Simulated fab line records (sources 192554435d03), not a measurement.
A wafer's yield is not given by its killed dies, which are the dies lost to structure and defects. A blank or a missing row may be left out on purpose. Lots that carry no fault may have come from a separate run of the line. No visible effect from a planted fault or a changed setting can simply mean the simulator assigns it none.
Matching of chambers + flow n5Finfet + N5_BEOL_M1_DESCUM_33 on rieDiel-05 has 4 sister chambers
The step chemistry O2, time 7 s. 18 wafers are shown with their chamber, then 9 later ones without.

## EACH WAFER AND ITS CHAMBER
| wafer  | chamber | throttleValvePct (%) | oesProductAu (a.u.) | showerheadPlenumPTorr (Torr) |
|--------|---------|----------------------|---------------------|------------------------------|
| L075.1 | 0       | 20.8                 | 0.71                | 2.08                         |
| L075.4 | 3       | 20.9                 | 0.77                | 2.09                         |
| L075.5 | 0       | 20.8                 | 0.72                | 2.08                         |
| L074.1 | 0       | 20.8                 | 0.71                | 2.08                         |
| L074.3 | 1       | 20.7                 | 0.82                | 2.12                         |
| L074.6 | 0       | 20.8                 | 0.71                | 2.08                         |
| L077.3 | 3       | 20.9                 | 0.75                | 2.09                         |
| L077.4 | 0       | 20.8                 | 0.71                | 2.08                         |
| L077.6 | 3       | 20.9                 | 0.75                | 2.09                         |
| L078.1 | 2       | 19.8                 | 0.93                | 2.15                         |
| L078.3 | 1       | 20.7                 | 0.81                | 2.12                         |
| L078.5 | 3       | 20.9                 | 0.75                | 2.09                         |
| L079.1 | 0       | 20.8                 | 0.70                | 2.08                         |
| L079.5 | 2       | 19.8                 | 0.92                | 2.14                         |
| L079.6 | 1       | 20.8                 | 0.80                | 2.12                         |
| L084.1 | 1       | 20.8                 | 0.81                | 2.11                         |
| L084.2 | 0       | 20.8                 | 0.70                | 2.08                         |
| L084.3 | 3       | 20.9                 | 0.75                | 2.08                         |

SIGNATURES, as means of the wafers listed above
| reading               | chamber 0 | chamber 1 | chamber 2 | chamber 3 | scatter within a chamber |
|-----------------------|-----------|-----------|-----------|-----------|--------------------------|
| throttleValvePct      | 20.800    | 20.750    | 19.800    | 20.900    | 0.0267                   |
| oesProductAu          | 0.7086    | 0.8100    | 0.9250    | 0.7540    | 0.00782                  |
| showerheadPlenumPTorr | 2.0800    | 2.1175    | 2.1450    | 2.0880    | 0.00383                  |
Rule: a wafer lies at a distance from a chamber equal to the root of the sum of squares, over the readings, of (its reading less the chamber's mean, divided by the reading's scatter). If the next closest chamber is less than 2 further off than the closest, the wafer can't be placed; otherwise it belongs to the closest. How the scatter is found: for the shown wafers, subtract from each reading the mean of its chamber, square and add these, divide the total by (wafers less chambers), then take the root.

## WAFERS WITH NO CHAMBER GIVEN
| wafer  | throttleValvePct (%) | oesProductAu (a.u.) | showerheadPlenumPTorr (Torr) |
|--------|----------------------|---------------------|------------------------------|
| L088.1 | 20.9                 | 0.73                | 2.08                         |
| L088.3 | 20.8                 | 0.80                | 2.11                         |
| L088.4 | 20.9                 | 0.69                | 2.07                         |
| L091.2 | 20.8                 | 0.80                | 2.11                         |
| L091.5 | 20.9                 | 0.74                | 2.08                         |
| L091.6 | 19.9                 | 0.88                | 2.14                         |
| L093.3 | 20.8                 | 0.78                | 2.11                         |
| L093.4 | 19.9                 | 0.87                | 2.13                         |
| L093.6 | 20.8                 | 0.78                | 2.11                         |

## CHAMBER TAKEN BY EACH
| wafer  | from the rows above     | in truth |
|--------|-------------------------|----------|
| L088.1 | can't be placed: 3 or 0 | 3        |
| L088.3 | 1                       | 1        |
| L088.4 | 0                       | 0        |
| L091.2 | 1                       | 1        |
| L091.5 | 3                       | 3        |
| L091.6 | 2                       | 2        |
| L093.3 | 1                       | 1        |
| L093.4 | 2                       | 2        |
| L093.6 | 1                       | 1        |
Placed correctly: 8 of 9. These rows do not allow placing 1 (true chamber among the candidates in 1). Number placed wrongly: 0.
